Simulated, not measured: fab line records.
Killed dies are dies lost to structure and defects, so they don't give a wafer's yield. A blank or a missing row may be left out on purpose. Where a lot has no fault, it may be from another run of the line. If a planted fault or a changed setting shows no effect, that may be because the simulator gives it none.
fab line records	flow n5Finfet
record: lots: 24	wafers: 72	lastDay: 18
route steps=1938 shown BEOL_M8@1395 BEOL_M9@1403 BEOL_M10@1514
lots that met no fault: from a run of the same line without faults
startH: hours from the record's opening day to when the first of the lot's shown wafers began	waitH: hours since the lot's step before	" the same as in the row above	L1.1+2: one row covering several wafers at once	- no value present, or no start provided	* or withheld: withheld	< > ~ a bound
route shown NAME@n: a module of which the file shows steps, and the number in the route of the first	usual: mean/standard deviation of fault-free wafers	same: alike in all rows	chamber/n: place in a boat	sites: readings site by site	_std_site: standard deviation of those values	_edge_site: outer sites' mean less inner sites'	radiusMm: for every site, how far away it sits from the centre of the wafer	mask NAME#n: copy n	behind: the most recent tool/chamber to have shaped the wafer	hold: why the lot was held/for how many hours/how that ended	device: the transistor (n, p or np) that didn't switch	end of line: tests run on the same wafers once the route is complete	a step given without rows: its recipe and nothing more	killed: count of dies lost to structure and defects at first sort (not the wafer's yield)	map: per-die view of a wafer (x killed, . not killed, _ where there is no die)
set.NAME: the run value of the setting; set.NAME@STEP: its run value at that earlier step	model.NAME: the simulator's own value behind a step, which no gauge read
steps of the route over a sample of lots; a table a step, a row a wafer
services: from which hour (startH, from the record's first day; less than 0 if before it) a tool's chamber was out of use, for how many hours, and why
== steps ==
step: N5_BEOL_M8_CMP_52
recipe: stopOn: SiCOH_lowk	tOverpolishS: 6.9	downForcePsi: 1	platenRpm: 50	clearingPlatenDownForcePsi: 1.5	clearingPlatenRpm: 50	postCmpClean: cuAlkaline	targetThkNm: 80	clearingPlatenPadVelocityMS: 0.99484	padVelocityMS: 0.99484
usual: barrierFieldEndpointS: 29.3/0.69	clearingPlatenDownForcePsi: 1.5003/0.0028	edgeZonePressureFrac: 1.000/0.0052	motorCurrentA: 5.8/0.52	overpolishRunS: 6.899/0.0083	timeToEndpointS: 63.6/3
lot.wafer	tool	chamber	startH	waitH	barrierFieldEndpointS	clearingPlatenDownForcePsi	edgeZonePressureFrac	motorCurrentA	overpolishRunS	timeToEndpointS
L074.4	cmp-02	2	200.31	0.1	30.3	1.4954	0.999	6.4	6.904	64.6
L074.3	"	0	"	"	29.7	1.5073	1.005	6.2	6.896	63.3
L074.5	"	3	"	"	29.7	1.5024	0.992	5.4	6.892	63.6
L075.2	cmp-01	3	207.70	0.2	28.8	1.5012	1.001	4.6	6.892	60.1
L075.5	"	3	"	"	29.2	1.4999	0.998	4.9	6.895	60.1
L075.6	"	0	"	"	29.2	1.4986	1.010	5.4	6.902	59.3
L076.4	cmp-02	0	228.55	0.1	30.2	1.5035	1.007	7.1	6.901	68.6
L076.1	"	2	"	"	29.3	1.5031	1.010	6.6	6.899	71.2
L076.6	"	0	"	"	30.3	1.4980	0.997	6.4	6.891	68.9
L080.4	cmp-01	0	243.97	0.1	30.1	1.5050	1.003	5.4	6.917	65.0
L080.3	"	2	"	"	28.8	1.4990	1.004	5.6	6.890	64.0
L080.5	"	1	"	"	29.0	1.4970	1.006	5.9	6.891	61.2
L078.2	cmp-02	0	246.12	0.2	29.7	1.4947	1.006	6.5	6.912	68.2
L078.1	"	2	"	"	29.7	1.4969	1.000	6.4	6.885	66.1
L078.5	"	3	"	"	29.1	1.5050	0.998	5.3	6.906	60.8
L077.3	cmp-01	3	246.54	0.2	29.5	1.4979	1.002	4.7	6.903	62.8
L077.6	"	1	"	"	30.5	1.5036	0.998	6.0	6.909	69.8
L077.5	"	2	"	"	29.7	1.5002	1.016	5.6	6.899	64.5
L079.4	cmp-01	2	247.54	0.1	29.4	1.5003	0.998	5.8	6.887	62.6
L079.3	"	1	"	"	30.1	1.4993	1.002	5.6	6.914	65.9
L079.6	"	3	"	"	29.5	1.5013	1.005	4.8	6.893	62.5
L082.3	cmp-04	2	248.61	0.2	28.9	1.5037	1.006	6.3	6.900	62.7
L082.2	"	3	"	"	28.9	1.4954	1.006	5.3	6.890	66.5
L082.6	"	0	"	"	29.6	1.4981	1.002	5.9	6.892	64.1
L083.2	cmp-04	1	250.02	0.3	28.6	1.5006	1.002	5.1	6.900	58.1
L083.5	"	3	"	"	29.5	1.5011	1.001	5.4	6.883	61.2
L083.6	"	0	"	"	30.3	1.4995	0.992	6.2	6.892	68.6
L081.1	cmp-01	0	257.42	0.4	29.6	1.4986	1.000	5.5	6.903	64.4
L081.5	"	1	"	"	30.8	1.5007	0.997	5.7	6.887	68.4
L081.6	"	2	"	"	30.2	1.4972	1.016	6.1	6.901	64.7
L084.3	cmp-02	3	277.20	0.2	29.1	1.4987	0.997	5.4	6.897	60.4
L084.1	"	1	"	"	29.4	1.5007	0.994	5.9	6.908	64.5
L084.4	"	2	"	"	30.1	1.5007	0.999	6.5	6.910	65.3
L085.1	cmp-04	3	281.96	0.3	28.6	1.4970	0.994	5.3	6.887	63.7
L085.4	"	1	"	"	29.4	1.5045	0.992	5.3	6.902	61.0
L085.6	"	3	"	"	29.1	1.4986	0.992	5.4	6.891	62.8
L086.3	cmp-01	3	292.96	0.2	29.5	1.4975	1.001	4.9	6.894	63.0
L086.1	"	0	"	"	28.8	1.5000	1.003	5.2	6.894	65.5
L086.5	"	2	"	"	29.3	1.4998	0.997	5.9	6.906	64.8
L088.4	cmp-02	1	295.08	0.1	29.3	1.4998	0.996	6.1	6.897	63.1
L088.3	"	2	"	"	29.3	1.5044	1.002	6.4	6.910	61.4
L088.1	"	3	"	"	28.2	1.5016	0.998	5.3	6.892	58.1
L087.4	cmp-04	2	300.38	0.2	30.0	1.5011	0.998	6.2	6.896	62.4
L087.1	"	0	"	"	29.6	1.4962	0.995	6.1	6.914	65.9
L087.5	"	2	"	"	29.3	1.5036	0.998	6.3	6.910	61.4
L089.4	cmp-02	3	311.83	0.2	29.9	1.4991	1.005	5.4	6.899	62.8
L089.1	"	1	"	"	29.0	1.5006	0.996	5.9	6.913	65.4
L089.5	"	2	"	"	30.2	1.4980	0.992	6.3	6.901	65.9
L090.2	cmp-01	1	315.40	0.3	29.0	1.5004	0.994	5.4	6.888	64.2
L090.1	"	2	"	"	29.4	1.4988	0.994	5.7	6.897	61.7
L090.5	"	0	"	"	29.3	1.4985	0.995	5.4	6.916	64.5
L091.3	cmp-01	3	320.07	0.2	28.1	1.4994	1.000	4.9	6.904	57.4
L091.2	"	0	"	"	29.8	1.4997	1.000	5.1	6.894	63.5
L091.6	"	1	"	"	29.7	1.5008	0.994	5.9	6.924	62.6
L092.2	cmp-02	2	320.31	0.2	28.7	1.4994	1.001	6.3	6.897	66.8
L092.4	"	0	"	"	30.9	1.5049	0.995	6.3	6.897	70.4
L092.3	"	1	"	"	29.8	1.5059	1.002	6.0	6.905	66.8
L093.1	cmp-04	3	327.92	0.3	27.6	1.5031	0.995	5.4	6.899	59.1
L093.3	"	0	"	"	29.1	1.5016	0.995	6.0	6.903	65.6
L093.6	"	0	"	"	28.8	1.5014	0.997	6.0	6.900	63.3
L094.3	cmp-04	0	335.25	0.2	30.4	1.5015	1.003	6.3	6.897	69.6
L094.2	"	1	"	"	28.8	1.5012	1.003	5.2	6.905	61.0
L094.5	"	3	"	"	29.3	1.5029	1.008	5.6	6.916	60.0
L095.3	cmp-04	1	340.12	0.2	27.9	1.4998	1.005	4.9	6.883	59.8
L095.4	"	2	"	"	28.7	1.5020	1.000	6.2	6.907	61.9
L095.1	"	3	"	"	27.3	1.4992	1.004	5.8	6.903	55.1
L096.3	cmp-02	3	354.82	0.2	28.5	1.4949	1.008	5.2	6.904	62.1
L096.1	"	2	"	"	28.9	1.4973	0.996	6.3	6.901	64.3
L096.5	"	3	"	"	28.4	1.4969	1.003	5.2	6.899	60.0
L097.1	cmp-02	0	360.49	0.3	28.9	1.4970	1.000	6.7	6.904	64.2
L097.3	"	2	"	"	29.0	1.5053	1.001	6.5	6.906	64.5
L097.5	"	0	"	"	29.0	1.4970	0.994	6.4	6.904	64.1
step: N5_BEOL_M9_THK_MEAS_01
recipe: reads: SiCOH_lowk_of_BEOL_M9_ILD_DEP_00
usual: M9_ILD_THK: 266/3.2
lot.wafer	tool	chamber	startH	waitH	M9_ILD_THK[nm]
L074.3	filmMetro-01	-	201.39	0.3	264
L074.4	"	-	"	"	263
L074.5	"	-	"	"	267
L075.2	filmMetro-01	-	208.78	0.4	265
L075.5	"	-	"	"	265
L075.6	"	-	"	"	268
L076.1	filmMetro-02	-	229.66	0.4	269
L076.4	"	-	"	"	272
L076.6	"	-	"	"	270
L080.3	filmMetro-01	-	245.08	0.3	261
L080.4	"	-	"	"	267
L080.5	"	-	"	"	264
L078.1	filmMetro-02	-	247.16	0.4	263
L078.2	"	-	"	"	268
L078.5	"	-	"	"	268
L077.3	filmMetro-01	-	247.58	0.3	268
L077.5	"	-	"	"	270
L077.6	"	-	"	"	270
L079.3	filmMetro-02	-	248.62	0.3	264
L079.4	"	-	"	"	269
L079.6	"	-	"	"	266
L082.2	filmMetro-02	-	249.62	0.4	261
L082.3	"	-	"	"	263
L082.6	"	-	"	"	268
L083.2	filmMetro-01	-	251.02	0.4	268
L083.5	"	-	"	"	271
L083.6	"	-	"	"	267
L081.1	filmMetro-01	-	258.38	0.4	262
L081.5	"	-	"	"	271
L081.6	"	-	"	"	265
L084.1	filmMetro-02	-	278.28	0.4	270
L084.3	"	-	"	"	265
L084.4	"	-	"	"	269
L085.1	filmMetro-01	-	283.00	0.4	263
L085.4	"	-	"	"	267
L085.6	"	-	"	"	268
L086.1	filmMetro-01	-	294.04	0.4	265
L086.3	"	-	"	"	270
L086.5	"	-	"	"	270
L088.1	filmMetro-02	-	296.19	0.4	266
L088.3	"	-	"	"	264
L088.4	"	-	"	"	270
L087.1	filmMetro-02	-	301.42	0.4	265
L087.4	"	-	"	"	270
L087.5	"	-	"	"	268
L089.1	filmMetro-01	-	312.87	0.4	265
L089.4	"	-	"	"	265
L089.5	"	-	"	"	269
L090.1	filmMetro-01	-	316.41	0.4	260
L090.2	"	-	"	"	262
L090.5	"	-	"	"	267
L091.2	filmMetro-02	-	321.17	0.4	262
L091.3	"	-	"	"	264
L091.6	"	-	"	"	265
L092.2	filmMetro-02	-	321.39	0.4	267
L092.3	"	-	"	"	266
L092.4	"	-	"	"	273
L093.1	filmMetro-01	-	329.03	0.4	264
L093.3	"	-	"	"	263
L093.6	"	-	"	"	270
L094.2	filmMetro-01	-	336.37	0.4	263
L094.3	"	-	"	"	263
L094.5	"	-	"	"	266
L095.1	filmMetro-01	-	341.68	0.8	266
L095.3	"	-	"	"	267
L095.4	"	-	"	"	270
L096.1	filmMetro-01	-	356.38	0.8	260
L096.3	"	-	"	"	267
L096.5	"	-	"	"	266
L097.1	filmMetro-01	-	361.53	0.4	264
L097.3	"	-	"	"	266
L097.5	"	-	"	"	268
step: N5_BEOL_M9_OVL_MEAS_12
recipe: pointsPerWafer: 44
usual: M9_OVL: -0.1/0.85
lot.wafer	tool	chamber	startH	waitH	M9_OVL[nm]
L074.3	overlay-02	0	204.55	0.0	-1.1
L074.4	"	0	"	"	-1.2
L074.5	"	0	"	"	-1.4
L075.2	overlay-01	0	210.11	0.0	-0.9
L075.5	"	0	"	"	0.2
L075.6	"	0	"	"	-0.6
L076.1	overlay-02	0	230.54	0.0	-0.2
L076.4	"	0	"	"	-0.6
L076.6	"	0	"	"	-1.4
L080.3	overlay-02	0	246.39	0.0	-0.5
L080.4	"	0	"	"	-1.0
L080.5	"	0	"	"	-0.1
L078.1	overlay-01	0	248.73	0.0	0.0
L078.2	"	0	"	"	-0.9
L078.5	"	0	"	"	-0.3
L077.3	overlay-02	0	249.04	0.0	-0.7
L077.5	"	0	"	"	-0.9
L077.6	"	0	"	"	-1.1
L079.3	overlay-02	0	249.24	0.0	1.7
L079.4	"	0	"	"	0.8
L079.6	"	0	"	"	0.3
L082.2	overlay-01	0	252.59	0.0	-0.7
L082.3	"	0	"	"	-0.9
L082.6	"	0	"	"	-0.5
L083.2	overlay-01	0	252.99	0.0	1.9
L083.5	"	0	"	"	-0.2
L083.6	"	0	"	"	1.0
L081.1	overlay-01	0	261.06	0.0	0.2
L081.5	"	0	"	"	0.8
L081.6	"	0	"	"	1.4
L084.1	overlay-02	0	280.43	0.0	-0.2
L084.3	"	0	"	"	0.2
L084.4	"	0	"	"	0.2
L085.1	overlay-01	0	285.16	0.0	1.1
L085.4	"	0	"	"	-0.1
L085.6	"	0	"	"	0.3
L086.1	overlay-01	0	295.36	0.0	-0.2
L086.3	"	0	"	"	0.7
L086.5	"	0	"	"	0.4
L088.1	overlay-01	0	298.84	0.0	-0.8
L088.3	"	0	"	"	-0.2
L088.4	"	0	"	"	-1.0
L087.1	overlay-02	0	302.11	0.0	1.7
L087.4	"	0	"	"	0.3
L087.5	"	0	"	"	1.1
L089.1	overlay-02	0	314.31	0.0	-0.5
L089.4	"	0	"	"	-0.3
L089.5	"	0	"	"	0.7
L090.1	overlay-02	0	318.17	0.0	-0.6
L090.2	"	0	"	"	0.9
L090.5	"	0	"	"	0.3
L091.2	overlay-02	0	322.71	0.0	1.7
L091.3	"	0	"	"	0.2
L091.6	"	0	"	"	1.1
L092.2	overlay-02	0	322.85	0.0	0.3
L092.3	"	0	"	"	-1.8
L092.4	"	0	"	"	-0.5
L093.1	overlay-01	0	330.39	0.0	-0.5
L093.3	"	0	"	"	-1.2
L093.6	"	0	"	"	-0.2
L094.2	overlay-02	0	337.01	0.0	-0.8
L094.3	"	0	"	"	-1.1
L094.5	"	0	"	"	-0.5
L095.1	overlay-01	0	342.28	0.0	0.6
L095.3	"	0	"	"	-0.3
L095.4	"	0	"	"	-1.1
L096.1	overlay-02	0	360.01	0.0	1.3
L096.3	"	0	"	"	1.0
L096.5	"	0	"	"	1.8
L097.1	overlay-01	0	363.76	0.0	0.2
L097.3	"	0	"	"	-0.8
L097.5	"	0	"	"	-1.1
step: N5_BEOL_M10_STRIP_77
recipe: chemistry: N2/H2	timeS: 10	powerW: 450	tempC: 40	pressureMtorr: 20	rfFrequencyHz: 6e+07	biasPowerW: 7	n2FlowSccm: 200	h2FlowSccm: 200
usual: chamberPressureMTorr: 20.001/0.018	drypumpMotorCurrentA: 5.8/0.48	oesProductAu: 0.82/0.09	rfVppV: 59.3/0.85	showerheadPlenumPTorr: 2.58/0.089	throttleValvePct: 23.51/0.26
lot.wafer	tool	chamber	startH	waitH	chamberPressureMTorr	drypumpMotorCurrentA	oesProductAu	rfHoursCounterH	rfVppV	showerheadPlenumPTorr	throttleValvePct
L074.3	rieDiel-03	0	-	-	19.973	5.6	0.71	206	58.9	2.53	24.01
L074.4	"	1	"	"	20.020	5.3	0.81	88	60.2	2.57	23.33
L074.5	"	1	"	"	19.988	5.3	0.82	-	59.6	2.57	23.34
L075.2	rieDiel-03	0	-	-	19.986	5.7	0.71	208	59.9	2.53	24.01
L075.5	"	2	"	"	19.995	5.5	0.78	-	59.0	2.53	23.32
L075.6	"	3	"	"	20.018	5.7	0.94	-	59.4	2.69	23.34
L076.1	rieDiel-04	3	-	-	19.988	6.4	0.85	61	59.8	2.57	23.61
L076.4	"	1	"	"	20.000	6.3	0.94	-	59.3	2.49	23.16
L076.6	"	3	"	"	20.019	6.4	0.85	-	59.3	2.57	23.61
L080.3	rieDiel-04	0	-	-	20.002	6.7	0.87	28	59.0	2.72	23.75
L080.4	"	3	"	"	20.002	6.5	0.85	67	59.3	2.57	23.62
L080.5	"	0	"	"	19.961	6.7	0.88	-	59.6	2.72	23.72
L077.3	rieDiel-02	0	-	-	20.017	5.3	0.70	233	59.4	2.38	23.32
L077.5	"	3	"	"	19.983	5.6	0.71	-	59.4	2.51	23.69
L077.6	"	0	"	"	19.996	5.3	0.69	-	58.3	2.38	23.33
L079.3	rieDiel-04	0	-	-	20.009	6.7	0.88	31	60.1	2.71	23.73
L079.4	"	2	"	"	19.994	5.6	0.98	3	58.8	2.72	23.29
L079.6	"	1	"	"	19.980	6.3	0.92	-	59.3	2.48	23.18
L078.1	rieDiel-03	1	-	-	20.008	5.3	0.82	102	59.5	2.57	23.37
L078.2	"	3	"	"	20.015	5.7	0.90	26	59.6	2.69	23.37
L078.5	"	1	"	"	19.992	5.3	0.81	-	58.7	2.57	23.34
L083.2	rieDiel-03	2	-	-	20.010	5.4	0.76	132	59.2	2.53	23.34
L083.5	"	3	"	"	20.025	5.7	0.90	-	59.9	2.69	23.39
L083.6	"	1	"	"	20.020	5.3	0.80	-	58.6	2.56	23.34
L082.2	rieDiel-02	3	-	-	20.009	5.6	0.70	206	59.2	2.51	23.71
L082.3	"	0	"	"	20.017	5.3	0.69	235	56.9	2.38	23.33
L082.6	"	3	"	"	20.009	5.6	0.71	-	59.7	2.51	23.68
L081.1	rieDiel-02	3	-	-	20.003	5.6	0.71	210	59.6	2.51	23.68
L081.5	"	1	"	"	20.009	6.2	0.69	-	57.9	2.61	23.75
L081.6	"	3	"	"	19.986	5.6	0.70	-	58.7	2.51	23.69
L084.1	rieDiel-04	0	-	-	19.987	6.7	0.86	41	59.8	2.71	23.74
L084.3	"	1	"	"	20.013	6.3	0.90	33	60.2	2.48	23.17
L084.4	"	3	"	"	20.017	6.4	0.83	80	59.6	2.56	23.63
L085.1	rieDiel-02	1	-	-	20.026	6.2	0.97	4	59.1	2.61	23.45
L085.4	"	2	"	"	20.004	5.2	0.96	12	58.1	2.62	24.04
L085.6	"	2	"	"	19.986	5.2	0.96	-	60.0	2.62	24.05
L086.1	rieDiel-02	3	-	-	19.995	5.7	0.69	224	59.5	2.50	23.72
L086.3	"	2	"	"	20.027	5.3	0.95	15	59.5	2.62	24.04
L086.5	"	1	"	"	20.016	6.3	0.95	-	60.6	2.61	23.43
L088.1	rieDiel-02	3	-	-	20.001	5.6	0.70	226	58.5	2.50	23.71
L088.3	"	1	"	"	19.999	6.3	0.94	9	60.0	2.60	23.43
L088.4	"	2	"	"	20.009	5.3	0.95	-	59.0	2.62	24.06
L087.1	rieDiel-03	3	-	-	20.001	5.7	0.89	42	59.6	2.68	23.41
L087.4	"	2	"	"	20.022	5.4	0.76	-	58.2	2.52	23.37
L087.5	"	3	"	"	19.952	5.7	0.88	-	58.7	2.68	23.40
L089.1	rieDiel-04	1	-	-	20.009	6.3	0.88	45	59.0	2.47	23.20
L089.4	"	3	"	"	20.008	6.4	0.82	93	58.1	2.56	23.65
L089.5	"	2	"	"	20.022	5.6	0.91	-	60.2	2.71	23.32
L090.1	rieDiel-03	1	-	-	20.031	5.3	0.78	124	58.6	2.56	23.39
L090.2	"	0	"	"	20.009	5.6	0.70	240	58.5	2.51	24.05
L090.5	"	1	"	"	19.995	5.3	0.79	-	58.8	2.56	23.36
L091.2	rieDiel-04	2	-	-	19.991	5.6	0.91	28	59.8	2.71	23.33
L091.3	"	1	"	"	20.002	6.3	0.88	47	58.9	2.47	23.21
L091.6	"	0	"	"	19.977	6.7	0.84	-	60.2	2.70	23.74
L092.2	rieDiel-03	0	-	-	19.981	5.6	0.69	241	60.4	2.51	24.05
L092.3	"	2	"	"	20.022	5.4	0.75	151	57.2	2.52	23.38
L092.4	"	1	"	"	20.006	5.3	0.80	125	58.7	2.56	23.39
L093.1	rieDiel-03	2	-	-	20.016	5.4	0.75	154	59.5	2.52	23.36
L093.3	"	3	"	"	19.989	5.7	0.86	53	59.1	2.67	23.41
L093.6	"	2	"	"	19.987	5.5	0.75	-	58.3	2.52	23.38
L094.2	rieDiel-03	3	-	-	19.983	5.7	0.85	60	60.1	2.67	23.42
L094.3	"	1	"	"	20.002	5.3	0.77	134	59.0	2.55	23.38
L094.5	"	2	"	"	20.013	5.4	0.73	-	59.4	2.52	23.37
L095.1	rieDiel-02	3	-	-	20.008	5.6	0.68	245	59.3	2.50	23.74
L095.3	"	0	"	"	19.992	5.3	0.94	12	60.4	2.69	22.97
L095.4	"	1	"	"	19.992	6.2	0.90	26	60.8	2.60	23.47
L096.1	rieDiel-04	0	-	-	20.005	6.7	0.82	65	61.0	2.70	23.77
L096.3	"	3	"	"	19.998	6.4	0.81	102	59.7	2.56	23.65
L096.5	"	1	"	"	19.993	6.3	0.86	-	58.8	2.47	23.21
L097.1	rieDiel-04	3	-	-	20.023	6.4	0.80	103	59.5	2.56	23.65
L097.3	"	2	"	"	19.983	5.6	0.88	38	58.9	2.70	23.35
L097.5	"	0	"	"	19.998	6.7	0.81	-	59.8	2.70	23.77
step: N5_BEOL_M10_OCD_MEAS_38
usual: trenchDepthNm: 149.0/2.2
lot.wafer	tool	chamber	startH	waitH	trenchDepthNm
L074.3	ocd-02	-	215.29	-	148.6
L074.4	"	-	"	"	148.0
L074.5	"	-	"	"	145.6
L075.2	ocd-01	-	225.27	-	151.2
L075.5	"	-	"	"	150.7
L075.6	"	-	"	"	149.7
L076.1	ocd-01	-	241.66	-	148.8
L076.4	"	-	"	"	153.0
L076.6	"	-	"	"	149.2
L080.3	ocd-02	-	254.53	-	149.1
L080.4	"	-	"	"	147.7
L080.5	"	-	"	"	148.0
L077.3	ocd-02	-	260.52	-	148.1
L077.5	"	-	"	"	152.0
L077.6	"	-	"	"	147.5
L079.3	ocd-01	-	260.77	-	149.7
L079.4	"	-	"	"	146.4
L079.6	"	-	"	"	152.0
L078.1	ocd-01	-	261.16	-	148.7
L078.2	"	-	"	"	149.7
L078.5	"	-	"	"	149.2
L083.2	ocd-02	-	265.49	-	149.0
L083.5	"	-	"	"	146.9
L083.6	"	-	"	"	147.6
L082.2	ocd-02	-	265.96	-	148.6
L082.3	"	-	"	"	146.7
L082.6	"	-	"	"	148.6
L081.1	ocd-01	-	273.12	-	150.7
L081.5	"	-	"	"	147.6
L081.6	"	-	"	"	152.0
L084.1	ocd-02	-	292.27	-	149.7
L084.3	"	-	"	"	154.3
L084.4	"	-	"	"	148.8
L085.1	ocd-01	-	299.15	-	148.1
L085.4	"	-	"	"	150.1
L085.6	"	-	"	"	150.0
L086.1	ocd-01	-	305.45	-	150.2
L086.3	"	-	"	"	149.4
L086.5	"	-	"	"	148.2
L088.1	ocd-02	-	309.14	-	151.4
L088.3	"	-	"	"	148.7
L088.4	"	-	"	"	149.9
L087.1	ocd-01	-	312.57	-	150.2
L087.4	"	-	"	"	148.6
L087.5	"	-	"	"	150.7
L089.1	ocd-02	-	327.21	-	155.1
L089.4	"	-	"	"	149.9
L089.5	"	-	"	"	145.5
L090.1	ocd-01	-	330.79	-	145.9
L090.2	"	-	"	"	149.6
L090.5	"	-	"	"	148.0
L091.2	ocd-01	-	332.88	-	145.2
L091.3	"	-	"	"	153.8
L091.6	"	-	"	"	149.8
L092.2	ocd-02	-	333.35	-	152.5
L092.3	"	-	"	"	149.5
L092.4	"	-	"	"	149.4
L093.1	ocd-01	-	341.41	-	149.4
L093.3	"	-	"	"	149.5
L093.6	"	-	"	"	149.8
L094.2	ocd-01	-	354.98	-	147.2
L094.3	"	-	"	"	146.9
L094.5	"	-	"	"	146.9
L095.1	ocd-01	-	355.55	-	150.6
L095.3	"	-	"	"	145.7
L095.4	"	-	"	"	145.9
L096.1	ocd-02	-	370.41	-	146.4
L096.3	"	-	"	"	148.4
L096.5	"	-	"	"	151.6
L097.1	ocd-02	-	373.14	-	150.3
L097.3	"	-	"	"	146.6
L097.5	"	-	"	"	150.1
step: N5_BEOL_M10_DEP_56
recipe: material: SiCN	targetThkA: 150	tempC: withheld	precursor: 3MS/NH3	pressureTorr: 3	rfW: 202	timeS: 26.5
usual: showerheadPlenumPTorr: 3.665/0.01	showerheadVppV: 864/48	throttleValvePct: 8.8/0.39
lot.wafer	tool	chamber	startH	waitH	showerheadPlenumPTorr	showerheadVppV	sinceWetCleanH	throttleValvePct
L074.3	pecvd-02	1	218.35	0.0	3.670	939	1647	8.5
L074.4	"	1	"	"	3.667	949	-	8.5
L074.5	"	2	"	"	3.675	783	-	9.0
L075.2	pecvd-04	0	227.48	0.0	3.657	921	32	8.5
L075.5	"	0	"	"	3.664	914	-	8.7
L075.6	"	1	"	"	3.663	853	-	8.9
L076.1	pecvd-04	2	244.06	0.0	3.661	913	13	8.8
L076.4	"	1	"	"	3.668	842	-	8.8
L076.6	"	2	"	"	3.660	904	-	8.1
L080.3	pecvd-03	1	258.08	0.0	3.644	861	2049	9.7
L080.4	"	1	"	"	3.655	850	-	9.6
L080.5	"	2	"	"	3.677	846	-	9.4
L077.3	pecvd-03	1	262.94	0.0	3.655	854	2054	9.5
L077.5	"	2	"	"	3.685	839	-	9.1
L077.6	"	0	"	"	3.668	810	-	9.0
L079.3	pecvd-03	1	263.56	0.0	3.655	856	2055	9.9
L079.4	"	0	"	"	3.661	824	-	9.0
L079.6	"	1	"	"	3.655	856	-	9.6
L078.1	pecvd-03	1	263.84	0.0	3.662	862	2055	9.4
L078.2	"	0	"	"	3.669	826	1330	8.7
L078.5	"	2	"	"	3.693	863	-	9.1
L083.2	pecvd-04	0	267.72	0.0	3.650	913	72	8.6
L083.5	"	2	"	"	3.653	891	-	8.4
L083.6	"	1	"	"	3.666	871	-	8.8
L082.2	pecvd-03	1	269.74	0.0	3.655	869	2061	9.3
L082.3	"	0	"	"	3.662	815	1336	8.6
L082.6	"	0	"	"	3.664	828	-	8.6
L081.1	pecvd-02	1	277.22	0.0	3.666	955	1706	8.6
L081.5	"	1	"	"	3.672	928	-	8.4
L081.6	"	0	"	"	3.668	839	-	8.9
L084.1	pecvd-02	0	294.79	0.0	3.661	833	999	8.8
L084.3	"	2	"	"	3.668	789	245	8.6
L084.4	"	0	"	"	3.653	843	-	8.6
L085.1	pecvd-02	1	302.09	0.0	3.666	925	1731	8.2
L085.4	"	1	"	"	3.652	942	-	8.7
L085.6	"	0	"	"	3.661	821	-	9.1
L086.1	pecvd-02	0	308.26	0.0	3.656	833	1012	8.8
L086.3	"	2	"	"	3.672	792	258	8.8
L086.5	"	0	"	"	3.666	831	-	9.0
L088.1	pecvd-02	0	311.70	0.0	3.673	821	1016	8.7
L088.3	"	2	"	"	3.673	791	261	8.8
L088.4	"	2	"	"	3.658	789	-	8.9
L087.1	pecvd-03	2	315.41	0.0	3.694	837	628	9.4
L087.4	"	2	"	"	3.683	838	-	9.5
L087.5	"	0	"	"	3.662	827	-	8.7
L089.1	pecvd-04	0	329.58	0.0	3.661	898	134	8.9
L089.4	"	2	"	"	3.673	899	-	8.2
L089.5	"	0	"	"	3.665	909	-	8.8
L090.1	pecvd-04	0	334.48	0.1	3.659	900	139	8.7
L090.2	"	0	"	"	3.652	900	-	8.9
L090.5	"	0	"	"	3.655	903	-	8.5
L091.2	pecvd-03	2	335.41	0.0	3.686	839	648	9.3
L091.3	"	0	"	"	3.665	824	-	8.6
L091.6	"	0	"	"	3.663	830	-	8.7
L092.2	pecvd-02	2	336.84	0.0	3.670	789	287	8.8
L092.3	"	1	"	"	3.679	952	1766	8.5
L092.4	"	2	"	"	3.662	792	-	8.9
L093.1	pecvd-04	0	343.59	0.0	3.669	914	148	8.8
L093.3	"	0	"	"	3.661	912	-	8.6
L093.6	"	0	"	"	3.666	923	-	8.9
L094.2	pecvd-04	0	360.04	0.0	3.662	903	164	8.6
L094.3	"	1	"	"	3.660	857	1608	8.7
L094.5	"	1	"	"	3.666	861	-	9.0
L095.1	pecvd-03	2	360.95	0.0	3.699	836	673	9.3
L095.3	"	1	"	"	3.653	852	2152	9.6
L095.4	"	2	"	"	3.683	838	-	9.5
L096.1	pecvd-02	2	373.00	0.0	3.661	801	323	8.8
L096.3	"	1	"	"	3.676	944	1802	8.7
L096.5	"	1	"	"	3.676	939	-	8.7
L097.1	pecvd-04	0	375.92	0.0	3.661	912	180	8.7
L097.3	"	1	"	"	3.665	862	1624	9.1
L097.5	"	2	"	"	3.655	910	-	8.3
== services ==
tool	chamber	startH	hours	kind
rieDiel-03	3	189.80	9.6	repair
cmp-04	-	199.73	4.0	pm
cmp-04	-	204.42	1.4	repair
cmp-04	-	218.83	0.5	repair
rieDiel-03	-	219.02	2.8	pm
pecvd-03	0	227.38	25.5	repair
cmp-04	-	252.53	18.1	pm
rieDiel-03	0	259.75	6.6	repair
pecvd-02	-	265.94	6.0	pm
cmp-01	-	272.91	0.3	repair
pecvd-02	-	289.68	2.4	repair
pecvd-04	1	297.75	48.4	repair
cmp-01	-	302.68	5.5	pm
cmp-02	-	305.22	4.0	pm
rieDiel-03	0	310.73	1.4	repair
rieDiel-03	2	316.71	5.3	repair
cmp-02	-	320.54	8.6	pm
pecvd-03	1	321.47	16.8	repair
cmp-02	-	330.81	6.3	pm
pecvd-04	2	333.04	2.6	repair
rieDiel-04	3	341.69	14.3	repair
rieDiel-04	1	345.68	5.8	repair
rieDiel-04	-	346.66	14.6	pm
cmp-01	-	366.34	4.0	pm
== key ==
fault none
